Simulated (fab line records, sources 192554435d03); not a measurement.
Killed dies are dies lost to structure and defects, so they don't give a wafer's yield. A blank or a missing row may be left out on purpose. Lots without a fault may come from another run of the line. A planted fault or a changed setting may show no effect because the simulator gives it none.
fab line records | flow n5_finfet
record lots=6 wafers=18 last_day=18
route steps=1938 shown BEOL_M8@1338 PASSIVATION@1936
lots that met no fault: from a run of the same line without faults
start_h: hours from the record's first day to the start of the lot's first wafer shown | wait_h: hours since the lot's step before | " the same as in the row above | L1.1+2: a row that stands for several wafers | - no value, or no start given | * or withheld: withheld | < > ~ a bound
route shown NAME@n: a module of which the file shows steps, and the number in the route of the first | usual: mean/standard deviation of fault-free wafers | same: alike in all rows | chamber/n: place in a boat | sites: the reading at each site | _std_site: their standard deviation | _edge_site: outer sites' mean less inner sites' | radius_mm: how far each site lies from the wafer's centre | mask NAME#n: copy n | behind: the tool/chamber that last shaped the wafer | hold: why the lot was held/for how many hours/how that ended | device: the transistor (n, p or np) that didn't switch | end of line: the same wafers' tests at the end of the route | a step without rows: its recipe alone | killed: dies lost to structure and defects at the first sort, not the wafer's yield | map: a wafer's dies, x killed, . not, _ none there
set.NAME: the setting as run; set.NAME@STEP: as run at that earlier step | model.NAME: the simulator's own value behind a step, which no gauge read
lots at some steps of the route; a table a step, a row a wafer
services: from which hour (start_h, from the record's first day; less than 0 if before it) a tool's chamber was out of use, for how many hours, and why
## steps
# step N5_BEOL_M8_COAT_60
# recipe resist=SiARC temp_c=220 time_s=60 spin_rpm=1500 resist_thk_nm=35
# step N5_BEOL_M8_COAT_05
# recipe resist=CAR-ArF spin_rpm=1500 resist_thk_nm=90
# step N5_BEOL_M8_EBR_07
# recipe solvent=PGMEA ebr_width_mm=1.5
# step N5_BEOL_M8_SOFTBAKE_06
# recipe temp_c=110 time_s=60 resist=CAR-ArF
# step N5_BEOL_M8_EXPOSE_08
# recipe mask_id=M8 na=1.35 source_shape=dipole sigma_inner=0.817 sigma_outer=0.97 polarization=te dose_mj=68.25
# step N5_BEOL_M8_PEB_09
# recipe peb_temp_c=withheld peb_time_s=60 resist=CAR-ArF
# step N5_BEOL_M8_DEVELOP_10
# recipe develop_time_s=30 developer=TMAH resist=CAR-ArF rinse_liquid=diw dry=air_spin dev_temp_c=23
# step N5_BEOL_M8_CD_MEAS_11
# recipe target_cd_nm=38.5 landing_energy_ev=500 detector=se_inlens polarity=opening
# usual cd_nm=38.5/0.44
# columns lot.wafer tool chamber start_h wait_h cd_nm
L922.1 cd_sem-02 0 256.23 - 38.4
L922.3 " 0 " " 38.4
L922.6 " 0 " " 38.2
L925.2 cd_sem-02 0 274.95 - 38.7
L925.4 " 0 " " 38.7
L925.5 " 0 " " 38.8
L927.2 cd_sem-03 0 285.08 - 37.7
L927.3 " 0 " " 37.4
L927.4 " 0 " " 38.4
L931.2 cd_sem-02 0 306.44 - 38.1
L931.5 " 0 " " 38.4
L931.6 " 0 " " 38.4
L932.2 cd_sem-03 0 314.89 - 37.7
L932.3 " 0 " " 37.9
L932.4 " 0 " " 38.1
L935.2 cd_sem-02 0 349.58 - 38.0
L935.4 " 0 " " 39.0
L935.6 " 0 " " 38.2
# step N5_BEOL_M8_OVL_MEAS_12
# recipe points_per_wafer=44
# usual M8_OVL=0.3/0.66
# columns lot.wafer tool chamber start_h wait_h M8_OVL[nm]
L922.1 overlay-02 0 256.26 0.0 -1.0
L922.3 " 0 " " -0.1
L922.6 " 0 " " 0.5
L925.2 overlay-02 0 274.98 0.0 0.3
L925.4 " 0 " " -1.0
L925.5 " 0 " " 0.3
L927.2 overlay-02 0 285.11 0.0 0.1
L927.3 " 0 " " 0.4
L927.4 " 0 " " 0.3
L931.2 overlay-02 0 306.47 0.0 0.5
L931.5 " 0 " " -0.4
L931.6 " 0 " " -0.2
L932.2 overlay-02 0 314.92 0.0 -1.0
L932.3 " 0 " " 1.2
L932.4 " 0 " " 1.0
L935.2 overlay-02 0 349.61 0.0 -0.6
L935.4 " 0 " " -0.6
L935.6 " 0 " " -0.2
# step N5_BEOL_M8_INSPECT_13
# recipe mode=adi inspect_instrument=brightfield
# usual raw_defect_count=376/70
# columns lot.wafer tool chamber start_h wait_h raw_defect_count
L922.1 defect_inspect-01 - 256.29 0.0 271
L922.3 " - " " 317
L922.6 " - " " 355
L925.2 defect_inspect-01 - 275.01 0.0 509
L925.4 " - " " 497
L925.5 " - " " 417
L927.2 defect_inspect-01 - 285.13 0.0 367
L927.3 " - " " 342
L927.4 " - " " 352
L931.2 defect_inspect-01 - 306.49 0.0 491
L931.5 " - " " 541
L931.6 " - " " 441
L932.2 defect_inspect-01 - 314.95 0.0 364
L932.3 " - " " 373
L932.4 " - " " 317
L935.2 defect_inspect-01 - 349.64 0.0 328
L935.4 " - " " 337
L935.6 " - " " 390
# step N5_BEOL_M8_DESCUM_16
# recipe chemistry=O2 time_s=7.9 source_power_w=50 bias_power_w=20 pressure_mtorr=20 rf_frequency_hz=2.712e+07 temp_c=40 resist=CAR-ArF o2_flow_sccm=225
# usual drypump_motor_current_A=5.6/0.46 oes_product_au=0.81/0.069 rf_fwd_power_W=49.39/0.26 rf_vpp_V=243.4/1.5 showerhead_plenum_p_Torr=2.10/0.079 throttle_valve_pct=20.43/0.22
# columns lot.wafer tool chamber start_h wait_h drypump_motor_current_A oes_product_au rf_fwd_power_W rf_hours_counter_h rf_vpp_V showerhead_plenum_p_Torr throttle_valve_pct
L922.1 rie_diel-05 2 256.56 0.3 5.6 0.83 49.66 96 242.0 2.01 20.61
L922.3 " 3 " " 4.9 0.84 49.63 54 244.7 2.21 20.29
L922.6 " 1 " " 6.1 0.86 48.98 - 243.6 2.13 20.17
L925.2 rie_diel-05 1 275.04 0.0 6.1 0.85 48.95 52 244.3 2.13 20.19
L925.4 " 3 " " 5.0 0.83 49.59 61 244.8 2.21 20.28
L925.5 " 2 " " 5.6 0.82 48.91 - 242.8 2.01 20.60
L927.2 rie_diel-01 3 285.17 0.0 5.3 0.77 49.11 140 243.4 2.01 20.10
L927.3 " 0 " " 6.2 0.95 49.24 10 240.4 2.06 20.49
L927.4 " 3 " " 5.4 0.77 49.42 - 243.2 2.01 20.11
L931.2 rie_diel-06 3 306.76 0.3 5.7 0.89 49.42 27 244.6 2.14 20.56
L931.5 " 1 " " 6.2 0.80 49.83 - 244.9 2.21 20.61
L931.6 " 0 " " 4.8 0.79 49.63 - 246.5 2.20 20.65
L932.2 rie_diel-01 2 315.29 0.3 5.3 0.73 49.28 170 241.7 2.01 20.37
L932.3 " 1 " " 5.6 0.95 49.33 9 241.8 2.05 20.23
L932.4 " 3 " " 5.3 0.74 49.15 153 241.4 2.01 20.13
L935.2 rie_diel-05 3 349.67 0.0 5.0 0.81 49.55 87 245.6 2.20 20.33
L935.4 " 0 " " 5.5 0.79 49.74 99 242.2 2.02 20.21
L935.6 " 3 " " 5.0 0.81 49.49 - 247.0 2.20 20.33
# step N5_BEOL_M8_ETCH_61
# recipe chemistry=CF4 target=SiARC target_depth_a=455 mask_material=CAR-ArF time_s=75.8 ion_energy_ev=80 pressure_mtorr=40 source_w=545 bias_w=36 Ar_flow_sccm=100 cf4_flow_sccm=100 ends=cleared
# usual drypump_motor_current_A=5.6/0.46 etch_rf_on_time_s=75.2/1.1 oes_product_au=0.69/0.06 rf_fwd_power_W=539.7/2.6 rf_vpp_V=184.1/1.3 showerhead_plenum_p_Torr=2.15/0.074 throttle_valve_pct=15.60/0.23
# columns lot.wafer tool chamber start_h wait_h drypump_motor_current_A etch_rf_on_time_s oes_product_au rf_fwd_power_W rf_hours_counter_h rf_vpp_V showerhead_plenum_p_Torr throttle_valve_pct
L922.1 rie_diel-05 2 256.60 0.0 5.6 73.5 0.71 541.0 96 184.6 2.07 15.82
L922.3 " 3 " " 5.0 75.5 0.72 542.3 54 186.7 2.26 15.47
L922.6 " 1 " " 6.1 74.3 0.75 537.7 - 183.8 2.17 15.32
L925.2 rie_diel-05 1 275.08 0.0 6.1 74.4 0.73 534.7 52 183.3 2.17 15.33
L925.4 " 3 " " 4.9 74.4 0.72 543.5 61 185.9 2.26 15.48
L925.5 " 2 " " 5.7 73.6 0.71 542.5 - 183.9 2.07 15.85
L927.2 rie_diel-01 3 285.20 0.0 5.3 76.5 0.65 535.6 140 182.1 2.06 15.29
L927.3 " 0 " " 6.2 73.6 0.81 539.5 10 183.3 2.11 15.62
L927.4 " 3 " " 5.4 75.8 0.66 535.4 - 182.4 2.06 15.31
L931.2 rie_diel-06 3 306.80 0.0 5.7 74.5 0.76 541.0 27 184.4 2.19 15.66
L931.5 " 1 " " 6.2 75.4 0.69 542.2 - 185.7 2.25 15.72
L931.6 " 0 " " 4.8 74.6 0.69 542.3 - 185.8 2.24 15.79
L932.2 rie_diel-01 2 315.33 0.0 5.3 75.3 0.63 538.2 170 181.9 2.05 15.55
L932.3 " 1 " " 5.7 75.3 0.81 540.7 9 183.2 2.11 15.37
L932.4 " 3 " " 5.4 77.1 0.64 537.6 153 182.5 2.05 15.32
L935.2 rie_diel-05 3 349.71 0.0 5.0 74.2 0.69 540.2 87 185.7 2.25 15.55
L935.4 " 0 " " 5.5 75.8 0.68 541.1 99 184.5 2.08 15.47
L935.6 " 3 " " 4.9 74.7 0.69 540.2 - 185.4 2.25 15.54
# step N5_BEOL_M8_ETCH_62
# recipe chemistry=N2/H2 target=SOC target_depth_a=1100 overetch_a=220 mask_material=SiARC temp_c=40 time_s=165 ion_energy_ev=200 pressure_mtorr=30 source_w=840 bias_w=150 n2_flow_sccm=200 h2_flow_sccm=200
# usual drypump_motor_current_A=5.6/0.47 oes_product_au=0.68/0.055 rf_fwd_power_W=837.4/2.7 rf_vpp_V=524.1/2.8 showerhead_plenum_p_Torr=2.55/0.095 throttle_valve_pct=17.81/0.21
# columns lot.wafer tool chamber start_h wait_h drypump_motor_current_A oes_product_au rf_fwd_power_W rf_hours_counter_h rf_vpp_V showerhead_plenum_p_Torr throttle_valve_pct model.SiARC_of_BEOL_M8_COAT_60.thk_nm model.BEOL_M8.cd_offset_nm
L922.1 rie_diel-05 2 256.65 0.0 5.7 0.70 635.1 96 569.9 2.45 18.03 29 -0.8
L922.3 " 3 " " 4.9 0.71 635.0 54 577.2 2.69 17.57 29.2 -0.8
L922.6 " 1 " " 6.1 0.73 635.9 - 573.8 2.58 17.55 29.2 -1.4
L925.2 rie_diel-05 1 275.13 0.0 6.1 0.73 630.4 52 576.0 2.57 17.57 29.2 -0.6
L925.4 " 3 " " 5.0 0.70 635.5 61 577.9 2.69 17.58 29.2 -0.8
L925.5 " 2 " " 5.6 0.69 637.0 - 572.6 2.45 18.03 29.2 -0.4
L927.2 rie_diel-01 3 285.26 0.0 5.4 0.65 836.3 140 520.1 2.44 17.57 28.2 -1
L927.3 " 0 " " 6.2 0.80 837.6 10 523.3 2.51 17.88 28.2 -0.8
L927.4 " 3 " " 5.4 0.65 838.4 - 520.5 2.44 17.63 28.2 -0.6
L931.2 rie_diel-06 3 306.85 0.0 5.7 0.76 835.2 27 525.3 2.59 17.82 28 0.2
L931.5 " 1 " " 6.2 0.68 839.1 - 527.6 2.68 18.02 28.2 -0.2
L931.6 " 0 " " 4.8 0.68 834.3 - 529.0 2.66 17.93 28.2 0
L932.2 rie_diel-01 2 315.38 0.0 5.3 0.62 840.8 170 520.5 2.43 17.85 28.4 -0.4
L932.3 " 1 " " 5.6 0.80 835.7 9 520.6 2.49 17.59 28.4 -0.2
L932.4 " 3 " " 5.4 0.64 839.1 153 520.6 2.44 17.63 28.4 -0.6
L935.2 rie_diel-05 3 349.76 0.0 5.0 0.68 840.1 87 528.4 2.68 17.63 28.4 -0.6
L935.4 " 0 " " 5.5 0.67 839.3 99 522.4 2.45 17.63 28.6 0.2
L935.6 " 3 " " 5.0 0.68 835.1 - 528.1 2.68 17.62 28.4 -0.6
# step N5_BEOL_M8_STRIP_68
# recipe chemistry=N2/H2 temp_c=40 n2_flow_sccm=200 h2_flow_sccm=200 rf_frequency_hz=6e+07
# step N5_BEOL_M8_STRIP_67
# recipe chemistry=CF4 resist=SiARC power_w=300 bias_power_w=75 pressure_mtorr=50 cf4_flow_sccm=150 rf_frequency_hz=6e+07
# usual drypump_motor_current_A=5.6/0.47 oes_product_au=0.81/0.064 rf_vpp_V=271.2/1.7 showerhead_plenum_p_Torr=1.80/0.06 throttle_valve_pct=13.57/0.22
# columns lot.wafer tool chamber start_h wait_h drypump_motor_current_A oes_product_au rf_hours_counter_h rf_vpp_V showerhead_plenum_p_Torr throttle_valve_pct
L922.1 rie_diel-05 2 256.80 0.0 5.7 0.82 96 269.0 1.74 13.80
L922.3 " 3 " " 5.0 0.84 54 273.6 1.89 13.41
L922.6 " 1 " " 6.1 0.86 - 270.6 1.83 13.29
L925.2 rie_diel-05 1 275.28 0.0 6.1 0.86 52 271.6 1.82 13.32
L925.4 " 3 " " 5.0 0.83 61 271.9 1.89 13.42
L925.5 " 2 " " 5.7 0.82 - 269.0 1.74 13.79
L927.2 rie_diel-01 3 285.41 0.0 5.3 0.76 140 269.8 1.72 13.30
L927.3 " 0 " " 6.2 0.94 10 270.9 1.76 13.53
L927.4 " 3 " " 5.3 0.77 - 269.7 1.72 13.31
L931.2 rie_diel-06 3 307.00 0.0 5.7 0.89 27 272.6 1.83 13.59
L931.5 " 1 " " 6.2 0.81 - 273.6 1.88 13.66
L931.6 " 0 " " 4.8 0.80 - 272.0 1.87 13.75
L932.2 rie_diel-01 2 315.53 0.0 5.3 0.72 170 269.1 1.73 13.53
L932.3 " 1 " " 5.6 0.94 10 270.9 1.77 13.33
L932.4 " 3 " " 5.4 0.75 153 269.6 1.72 13.32
L935.2 rie_diel-05 3 349.91 0.0 4.9 0.80 87 274.7 1.88 13.51
L935.4 " 0 " " 5.5 0.80 99 268.8 1.75 13.45
L935.6 " 3 " " 4.9 0.81 - 273.5 1.88 13.51
# step N5_BEOL_M8_HM_OPEN_17
# recipe chemistry=Cl2/BCl3 target_depth_a=200 overetch_a=60 target=TiN mask_material=SOC ion_energy_ev=150 pressure_mtorr=10 icp_w=1000 bias_w=126 Cl2_flow_sccm=53.25 bcl3_flow_sccm=21.75 Ar_flow_sccm=25
# usual drypump_motor_current_A=5.8/0.33 oes_product_au=0.66/0.092 rf_fwd_power_W=995/3.1 throttle_valve_pct=22.02/0.12
# columns lot.wafer tool chamber start_h wait_h drypump_motor_current_A oes_product_au rf_fwd_power_W rf_hours_counter_h throttle_valve_pct model.BEOL_M8.cd_offset_nm
L922.1 rie_metal-03 0 256.84 0.0 6.1 0.54 998 108 21.97 -0.8
L922.3 " 0 " " 6.1 0.55 997 - 21.97 -0.8
L922.6 " 0 " " 6.1 0.54 996 - 21.96 -1.4
L925.2 rie_metal-01 0 275.32 0.0 5.5 0.73 1000 20 22.03 -0.6
L925.4 " 1 " " 5.3 0.54 998 - 22.21 -0.6
L925.5 " 1 " " 5.4 0.53 1000 - 22.22 -0.4
L927.2 rie_metal-02 1 285.45 0.0 6.2 0.76 991 13 21.79 -1
L927.3 " 1 " " 6.2 0.75 993 - 21.78 -0.8
L927.4 " 0 " " 6.1 0.67 995 - 22.06 -0.4
L931.2 rie_metal-03 1 307.04 0.0 5.8 0.65 994 52 21.97 0
L931.5 " 0 " " 6.1 0.53 998 - 21.98 -0.2
L931.6 " 1 " " 5.8 0.65 996 - 21.99 0.2
L932.2 rie_metal-03 1 315.57 0.0 5.8 0.64 993 53 21.99 -0.4
L932.3 " 1 " " 5.8 0.65 993 - 21.98 -0.2
L932.4 " 0 " " 6.1 0.54 996 - 21.96 -0.8
L935.2 rie_metal-01 1 349.95 0.0 5.4 0.84 997 0 21.98 -0.4
L935.4 " 0 " " 5.6 0.71 994 - 22.05 0.2
L935.6 " 0 " " 5.5 0.70 991 - 22.06 -0.4
# step N5_BEOL_M8_STRIP_19
# recipe chemistry=O2 power_w=400 temp_c=40 pressure_mtorr=30 rf_frequency_hz=6e+07 bias_power_w=0 overash_fraction=0.2 o2_flow_sccm=225
# usual drypump_motor_current_A=5.6/0.47 oes_product_au=0.81/0.067 rf_vpp_V=3.7/0.56 showerhead_plenum_p_Torr=2.11/0.082 throttle_valve_pct=16.68/0.2
# columns lot.wafer tool chamber start_h wait_h drypump_motor_current_A oes_product_au rf_hours_counter_h rf_vpp_V showerhead_plenum_p_Torr throttle_valve_pct
L922.1 rie_diel-06 1 257.03 0.2 6.2 0.82 71 3.9 2.22 16.79
L922.3 " 1 " " 6.2 0.83 - 2.5 2.22 16.79
L922.6 " 1 " " 6.2 0.83 - 3.7 2.22 16.78
L925.2 rie_diel-06 3 275.43 0.1 5.7 0.91 14 4.3 2.15 16.71
L925.4 " 2 " " 5.8 0.68 242 3.6 2.07 16.97
L925.5 " 3 " " 5.7 0.91 - 3.1 2.15 16.72
L927.2 rie_diel-05 0 285.56 0.1 5.5 0.82 75 4.7 2.03 16.43
L927.3 " 3 " " 4.9 0.84 65 2.9 2.21 16.55
L927.4 " 1 " " 6.1 0.85 56 5.2 2.13 16.43
L931.2 rie_diel-05 0 307.15 0.1 5.4 0.82 82 4.0 2.03 16.43
L931.5 " 0 " " 5.5 0.81 - 3.1 2.03 16.43
L931.6 " 1 " " 6.1 0.84 - 3.9 2.13 16.43
L932.2 rie_diel-06 1 315.68 0.1 6.2 0.80 95 3.3 2.21 16.85
L932.3 " 0 " " 4.8 0.79 110 3.6 2.20 16.90
L932.4 " 3 " " 5.7 0.88 - 3.0 2.15 16.72
L935.2 rie_diel-05 2 350.06 0.1 5.7 0.80 128 4.1 2.01 16.90
L935.4 " 0 " " 5.5 0.80 100 3.8 2.02 16.47
L935.6 " 3 " " 5.0 0.80 - 4.3 2.20 16.61
# step N5_PASSIVATION_PROBE_49
# usual defect_limited_yield=91.5/1.3 killed_at_M0_to_M3=33/11 killed_at_M4_up=14/5.3 killed_at_contacts=11/6.3 killed_at_front_end=38/10 killed_at_other=3.7/2.8 killed_dies=101/16 killed_on_rim=13/3.4 killed_open=67/12 killed_short=32/7.4 sort_bin_5_function=5.0/0.86 sort_bin_6_memory=3.2/0.69 sort_n_pass=1079/16 sort_yield_pct=91.5/1.3
# same gross_dies=1180 killed_at_back_side=0 sort_bin_4_leakage[%]=0 sort_bin_8_speed[%]=0
# columns lot.wafer tool chamber start_h wait_h defect_limited_yield[%] killed_at_M0_to_M3 killed_at_M4_up killed_at_contacts killed_at_front_end killed_at_other killed_dies killed_on_rim killed_open killed_short sort_bin_5_function[%] sort_bin_6_memory[%] sort_n_pass sort_yield_pct[%]
L925.2 prober-02 - 350.50 0.1 91.3 30 13 5 50 5 103 10 67 35 5.4 3.0 1077 91.3
L925.4 prober-02 - 350.60 0.2 92.2 32 18 9 32 1 92 9 51 40 4.0 3.1 1088 92.2
L925.5 prober-02 - 350.65 0.2 93.1 37 13 5 27 0 82 10 47 35 4.0 2.6 1098 93.1
L927.2 prober-01 - 356.46 0.1 91.4 22 14 6 54 5 101 13 62 37 4.8 3.2 1079 91.4
L927.3 prober-01 - 356.51 0.1 91.9 20 13 5 50 7 95 10 66 27 5.5 2.0 1085 91.9
L927.4 prober-01 - 356.56 0.2 92.7 23 10 8 44 1 86 11 60 25 4.2 3.0 1094 92.7
# killed by level:class
L925.2 FIN_SAQP:geometric_particle:open=11 DUMMY_GATE:geometric_particle:open=10 BEOL_M1:geometric_particle:open=10 FIN_SAQP:geometric_particle:short=8 BEOL_M0_SAQP:geometric_particle:open=8 BEOL_M4:geometric_particle:open=7 STI_FIN_REVEAL:geometric_particle:open=6 BEOL_M0_SAQP:geometric_particle:short=6
L925.4 FIN_SAQP:geometric_particle:short=15 BEOL_M0_SAQP:geometric_particle:short=10 BEOL_M0_SAQP:geometric_particle:open=9 FIN_SAQP:geometric_particle:open=7 MOL_CONTACT_COAG:geometric_particle:open=7 BEOL_M4:geometric_particle:open=6 BEOL_M3:geometric_particle:open=4 STI_FIN_REVEAL:geometric_particle:open=3
L925.5 BEOL_M0_SAQP:geometric_particle:short=10 BEOL_M1:geometric_particle:open=9 DUMMY_GATE:geometric_particle:open=6 BEOL_M3:geometric_particle:short=5 BEOL_M3:geometric_particle:open=5 FIN_SAQP:geometric_particle:open=4 FIN_SAQP:geometric_particle:short=4 STI_FIN_REVEAL:geometric_particle:open=4
L927.2 FIN_SAQP:geometric_particle:open=18 FIN_SAQP:geometric_particle:short=12 STI_FIN_REVEAL:geometric_particle:open=9 MOL_CONTACT_COAG:geometric_particle:open=6 BEOL_M1:geometric_particle:open=5 BEOL_M4:geometric_particle:short=5 BEOL_M0_SAQP:geometric_particle:short=4 BEOL_M2:geometric_particle:open=4
L927.3 FIN_SAQP:geometric_particle:open=16 STI_FIN_REVEAL:geometric_particle:open=11 FIN_SAQP:geometric_particle:short=8 BEOL_M2:geometric_particle:open=8 STARTING-WAFER:geometric_particle:short=5 MOL_CONTACT_COAG:geometric_particle:open=5 BEOL_M0_SAQP:geometric_particle:open=5 BEOL_M4:geometric_particle:open=4
L927.4 STI_FIN_REVEAL:geometric_particle:open=13 FIN_SAQP:geometric_particle:short=10 FIN_SAQP:geometric_particle:open=9 BEOL_M3:geometric_particle:open=9 MOL_CONTACT_COAG:geometric_particle:open=6 BEOL_M2:geometric_particle:open=6 BEOL_M0_SAQP:geometric_particle:open=5 STI_FIN_REVEAL:geometric_particle:short=3
## services
# columns tool chamber start_h hours kind
rie_diel-01 0 246.77 - clean
rie_diel-01 0 246.77 - consumable_replace:focus_ring
rie_diel-01 0 246.77 17.1 scheduled_down
rie_diel-01 0 246.77 17.1 vent_cycle
rie_diel-06 0 248.46 12.2 repair
rie_diel-06 2 253.30 11.7 repair
rie_diel-01 1 263.83 - clean
rie_diel-01 1 263.83 - consumable_replace:focus_ring
rie_diel-01 1 263.83 23.1 scheduled_down
rie_diel-01 1 263.83 23.1 vent_cycle
rie_diel-06 2 297.24 - clean
rie_diel-06 2 297.24 - consumable_replace:focus_ring
rie_diel-06 2 297.24 22.7 scheduled_down
rie_diel-06 2 297.24 22.7 vent_cycle
rie_metal-01 1 318.06 - clean
rie_diel-06 0 323.11 6.4 repair
rie_diel-05 - 328.94 1.0 repair
rie_diel-06 1 331.98 7.0 repair
rie_metal-03 0 332.16 - clean
rie_metal-03 0 332.16 26.7 scheduled_down
rie_metal-03 0 332.16 26.7 vent_cycle
rie_diel-01 3 338.74 10.4 repair
rie_diel-06 2 343.55 9.0 repair
rie_diel-01 1 346.23 5.1 repair
## key
first_sign step=N5_BEOL_M8_ETCH_62 reading=rf_fwd_power_W direction=down sigmas=74 usual=* struck=*
effect step=N5_BEOL_M8_ETCH_62 reading=rf_vpp_V direction=up sigmas=18 usual=524.1 struck=574.5
model_effect step=N5_BEOL_M8_ETCH_62 value=SiARC_of_BEOL_M8_COAT_60.thk_nm without=28.17 struck=29.17
model_effect step=N5_BEOL_M8_HM_OPEN_17 value=BEOL_M8.cd_offset_nm without=-9.252e-18 struck=-0.7667
met_at N5_BEOL_M8_ETCH_62
struck_wafers L922.1,L922.3,L922.6,L925.2,L925.4,L925.5
fault kind=process_parameter_drift tool=rie_diel-05 chamber=- onset_h=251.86 steps=N5_BEOL_M8_ETCH_62 channel=source_w offset=-201.6 shape=step end_h=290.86 acts_in=these_recipes_only stated=840
